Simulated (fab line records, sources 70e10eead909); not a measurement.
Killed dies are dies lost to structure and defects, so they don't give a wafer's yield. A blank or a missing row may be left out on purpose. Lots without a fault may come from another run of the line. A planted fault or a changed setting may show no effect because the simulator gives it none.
Which tool did it? | flow nand_harc | 24 lots, 72 wafers sampled, at 6 steps of a route of 1302

WHAT THE GAUGES READ, wafer by wafer
NHARC_A_CONTACT_OVL_MEAS_70.
lot  | measured     | on         | overlay_x_nm (nm) | overlay_y_nm (nm)
L074 | day 22 02:20 | overlay-02 | 0.2 0.5 0.4       | 0.8 1.2 0.9
L075 | day 22 09:38 | overlay-02 | -0.9 -1.9 -1.5    | 0.7 0.9 0.7
L077 | day 22 18:48 | overlay-01 | 1.3 0.7 1.1       | -0.4 -0.7 0.1
L076 | day 23 02:16 | overlay-01 | -1.0 -1.4 -0.9    | -0.1 0.2 0.2
L079 | day 24 03:41 | overlay-01 | 0.1 0.5 0.7       | 0.8 1.0 1.2
L081 | day 24 07:10 | overlay-02 | 0.3 0.2 0.4       | 0.6 0.0 0.1
L078 | day 24 11:01 | overlay-01 | -0.7 -0.2 0.0     | 0.4 1.0 0.0
L080 | day 24 14:35 | overlay-01 | -0.2 -0.3 -1.0    | -0.2 0.1 -0.2
L083 | day 25 14:44 | overlay-01 | 0.1 0.0 0.2       | -2.1 -2.0 -1.5
L082 | day 25 15:09 | overlay-01 | 0.4 1.3 1.1       | -1.0 -0.6 -0.6
L085 | day 25 21:31 | overlay-01 | -0.3 0.0 -0.7     | 0.8 0.7 1.4
L084 | day 26 01:11 | overlay-02 | -0.1 -0.5 -0.6    | -1.2 -1.2 -1.7
L086 | day 27 08:16 | overlay-02 | -0.9 -0.1 -0.3    | -1.0 -1.3 -1.0
L088 | day 27 23:46 | overlay-01 | -0.2 -0.4 -0.6    | -1.6 -1.6 -1.4
L089 | day 28 01:20 | overlay-02 | -1.0 -1.0 -0.7    | 2.0 1.2 1.4
L087 | day 28 05:35 | overlay-02 | 0.9 0.9 1.3       | -0.8 0.0 -0.3
L090 | day 28 08:28 | overlay-02 | -0.4 -0.1 0.1     | 1.3 1.8 1.4
L091 | day 29 03:37 | overlay-02 | -0.7 -1.4 -0.7    | 0.8 0.4 1.0
L093 | day 29 17:13 | overlay-01 | -0.2 -0.2 0.5     | 0.3 0.7 1.1
L092 | day 29 21:13 | overlay-02 | -0.3 0.3 0.1      | -1.2 -1.3 -1.3
L094 | day 30 09:50 | overlay-01 | 0.0 -0.8 -0.2     | -1.0 -1.0 -1.5
L095 | day 30 11:43 | overlay-01 | -0.8 -1.0 -0.8    | -1.5 -1.3 -0.8
L096 | day 31 07:47 | overlay-02 | 0.2 -0.1 0.6      | -0.3 -0.5 -1.5
L097 | day 31 23:37 | overlay-01 | 0.7 1.1 1.3       | -0.2 -0.5 -0.3

NHARC_A_CONTACT_INSPECT_10.
lot  | measured     | on                | raw_defect_count
L074 | day 22 09:59 | defect_inspect-02 | 122 106 120
L075 | day 22 20:15 | defect_inspect-02 | 80 104 96
L077 | day 23 03:28 | defect_inspect-02 | 11 15 19
L076 | day 23 12:39 | defect_inspect-01 | 18 21 19
L079 | day 24 14:47 | defect_inspect-01 | 25 13 24
L081 | day 24 20:14 | defect_inspect-01 | 156 171 139
L078 | day 24 22:41 | defect_inspect-02 | 96 83 117
L080 | day 25 04:11 | defect_inspect-02 | 26 21 25
L083 | day 25 23:46 | defect_inspect-02 | 117 111 116
L082 | day 26 02:58 | defect_inspect-02 | 31 29 27
L085 | day 26 05:20 | defect_inspect-02 | 20 20 23
L084 | day 26 09:03 | defect_inspect-01 | 111 117 101
L086 | day 27 18:26 | defect_inspect-01 | 84 85 99
L088 | day 28 09:02 | defect_inspect-01 | 17 22 26
L089 | day 28 11:11 | defect_inspect-01 | 131 108 122
L087 | day 28 14:50 | defect_inspect-01 | 133 140 141
L090 | day 28 16:34 | defect_inspect-01 | 99 106 115
L091 | day 29 12:43 | defect_inspect-01 | 124 111 112
L093 | day 30 02:18 | defect_inspect-01 | 63 79 74
L092 | day 30 05:05 | defect_inspect-01 | 106 111 113
L094 | day 30 17:41 | defect_inspect-02 | 71 65 70
L095 | day 30 19:34 | defect_inspect-02 | 72 67 83
L096 | day 31 15:38 | defect_inspect-02 | 115 142 121
L097 | day 32 10:44 | defect_inspect-01 | 77 70 86

WHICH TOOL RAN EACH LOT (tool, then ch and the chambers of the sampled wafers, then the start)
lot  | NHARC_A_CONTACT_ETCH_113             | NHARC_A_CONTACT_ETCH_116             | NHARC_A_CONTACT_ETCH_121             | NHARC_A_CONTACT_ETCH_128
L074 | har_cap_etch-02 ch 0,1, day 21 18:34 | har_cap_etch-02 ch 0,1, day 21 19:04 | har_cap_etch-02 ch 0,1, day 21 19:55 | har_cap_etch-02 ch 0,1, day 22 04:44
L075 | har_cap_etch-03 ch 0,1, day 22 00:26 | har_cap_etch-03 ch 0,1, day 22 00:58 | har_cap_etch-03 ch 0,1, day 22 01:49 | har_cap_etch-02 ch 0,1, day 22 14:51
L077 | har_cap_etch-03 ch 0,1, day 22 11:03 | har_cap_etch-03 ch 0,1, day 22 11:34 | har_cap_etch-03 ch 0,1, day 22 12:25 | har_cap_etch-03 ch 0,1, day 22 21:12
L076 | har_cap_etch-01 ch 0,1, day 22 18:31 | har_cap_etch-01 ch 0,1, day 22 19:02 | har_cap_etch-01 ch 0,1, day 22 19:53 | har_cap_etch-01 ch 0,1, day 23 04:53
L079 | har_cap_etch-03 ch 0,1, day 23 15:31 | har_cap_etch-03 ch 0,1, day 23 16:01 | har_cap_etch-03 ch 0,1, day 23 16:53 | har_cap_etch-01 ch 0,1, day 24 06:08
L081 | har_cap_etch-01 ch 0,1, day 23 23:25 | har_cap_etch-01 ch 0,1, day 23 23:55 | har_cap_etch-01 ch 0,1, day 24 00:47 | har_cap_etch-02 ch 0,1, day 24 09:52
L078 | har_cap_etch-02 ch 0,1, day 24 01:06 | har_cap_etch-02 ch 0,1, day 24 01:46 | har_cap_etch-02 ch 0,1, day 24 02:55 | har_cap_etch-03 ch 0,1, day 24 13:29
L080 | har_cap_etch-03 ch 0,1, day 24 03:44 | har_cap_etch-03 ch 0,1, day 24 04:25 | har_cap_etch-03 ch 0,1, day 24 05:33 | har_cap_etch-02 ch 0,1, day 24 17:19
L083 | har_cap_etch-02 ch 0,1, day 25 04:35 | har_cap_etch-02 ch 0,1, day 25 05:07 | har_cap_etch-02 ch 0,1, day 25 05:58 | har_cap_etch-01 ch 0,1, day 25 17:07
L082 | har_cap_etch-01 ch 0,1, day 25 06:59 | har_cap_etch-01 ch 0,1, day 25 07:29 | har_cap_etch-01 ch 0,1, day 25 08:20 | har_cap_etch-03 ch 0,1, day 25 17:58
L085 | har_cap_etch-03 ch 0, day 25 13:40   | har_cap_etch-03 ch 0, day 25 14:11   | har_cap_etch-03 ch 0, day 25 15:02   | har_cap_etch-02 ch 0,1, day 25 23:53
L084 | har_cap_etch-02 ch 0,1, day 25 13:53 | har_cap_etch-02 ch 0,1, day 25 14:24 | har_cap_etch-02 ch 0,1, day 25 15:16 | har_cap_etch-03 ch 0,1, day 26 03:37
L086 | har_cap_etch-02 ch 0,1, day 27 00:21 | har_cap_etch-02 ch 0,1, day 27 00:52 | har_cap_etch-02 ch 0,1, day 27 01:43 | har_cap_etch-01 ch 0,1, day 27 10:37
L088 | har_cap_etch-03 ch 0,1, day 27 14:41 | har_cap_etch-03 ch 0,1, day 27 15:13 | har_cap_etch-03 ch 0,1, day 27 16:04 | har_cap_etch-03 ch 0,1, day 28 02:08
L089 | har_cap_etch-02 ch 0,1, day 27 14:50 | har_cap_etch-02 ch 0,1, day 27 15:21 | har_cap_etch-02 ch 0,1, day 27 16:12 | har_cap_etch-01 ch 0,1, day 28 03:42
L087 | har_cap_etch-01 ch 0,1, day 27 19:07 | har_cap_etch-01 ch 0,1, day 27 19:37 | har_cap_etch-01 ch 0,1, day 27 20:28 | har_cap_etch-02 ch 0,1, day 28 07:59
L090 | har_cap_etch-02 ch 0,1, day 27 22:30 | har_cap_etch-02 ch 0,1, day 27 23:01 | har_cap_etch-02 ch 0,1, day 27 23:52 | har_cap_etch-03 ch 0,1, day 28 10:52
L091 | har_cap_etch-02 ch 0,1, day 28 19:41 | har_cap_etch-02 ch 0,1, day 28 20:12 | har_cap_etch-02 ch 0,1, day 28 21:03 | har_cap_etch-01 ch 0,1, day 29 06:16
L093 | har_cap_etch-03 ch 0,1, day 29 07:55 | har_cap_etch-03 ch 0,1, day 29 08:26 | har_cap_etch-03 ch 0,1, day 29 09:17 | har_cap_etch-03 ch 0,1, day 29 19:35
L092 | har_cap_etch-02 ch 0,1, day 29 12:24 | har_cap_etch-02 ch 0,1, day 29 12:55 | har_cap_etch-02 ch 0,1, day 29 13:46 | har_cap_etch-02 ch 0,1, day 29 23:39
L094 | har_cap_etch-01 ch 0,1, day 30 01:20 | har_cap_etch-01 ch 0,1, day 30 01:51 | har_cap_etch-01 ch 0,1, day 30 02:42 | har_cap_etch-02 ch 0,1, day 30 12:13
L095 | har_cap_etch-03 ch 0,1, day 30 03:55 | har_cap_etch-03 ch 0,1, day 30 04:26 | har_cap_etch-03 ch 0,1, day 30 05:17 | har_cap_etch-03 ch 0,1, day 30 14:05
L096 | har_cap_etch-03 ch 0,1, day 30 22:16 | har_cap_etch-03 ch 0,1, day 30 22:47 | har_cap_etch-03 ch 0,1, day 30 23:38 | har_cap_etch-01 ch 0,1, day 31 10:10
L097 | har_cap_etch-02 ch 0, day 31 15:09   | har_cap_etch-02 ch 0, day 31 15:40   | har_cap_etch-02 ch 0, day 31 16:31   | har_cap_etch-02 ch 0,1, day 32 01:59
- NHARC_A_CONTACT_ETCH_113: etches the open film in C4F8/O2/Ar, time 190 s, target depth 1850 nm.
- NHARC_A_CONTACT_ETCH_116: etches the open film in C4F8/O2/Ar, time 190 s, target depth 1850 nm.
- NHARC_A_CONTACT_ETCH_121: etches the open film in C4F8/O2/Ar, time 190 s, target depth 1850 nm.
- NHARC_A_CONTACT_ETCH_128: etches the open film in C4F8/O2/Ar, time 197 s, target depth 1918 nm.

WHAT THE TOOLS THEMSELVES READ (means of the sampled wafers that have a number; where no wafer has one, the mark that the record gives instead)
The record holds no such reading with a usual standard deviation.

THE ANSWER, worked out from the rows above alone
Rule: what is usual is taken from the lots themselves. Put in order of their means at a reading, lots are off if they are a third of the lots or fewer, leave a main group of 4 or more, and stand apart from it by a gap of 3 or more times the standard deviation of the main group's means; of several such gaps the widest counts. A main group whose means are all the same, to the digits that the tables above print for the reading, isn't used. A lot without any number at a reading at which 4 lots or more have one is off too. The other lots that the step has rows for count as sound. The gauges are gone through in route order, then the tools' own readings, and for those a lot's mean is taken as printed above. The first step at which some lot is off is used, and at that step the reading that is off furthest; a lot without a number counts as furthest.
No lot is off at any reading shown: from this, nothing can be told.

WHAT THE SIMULATOR HAD PUT IN
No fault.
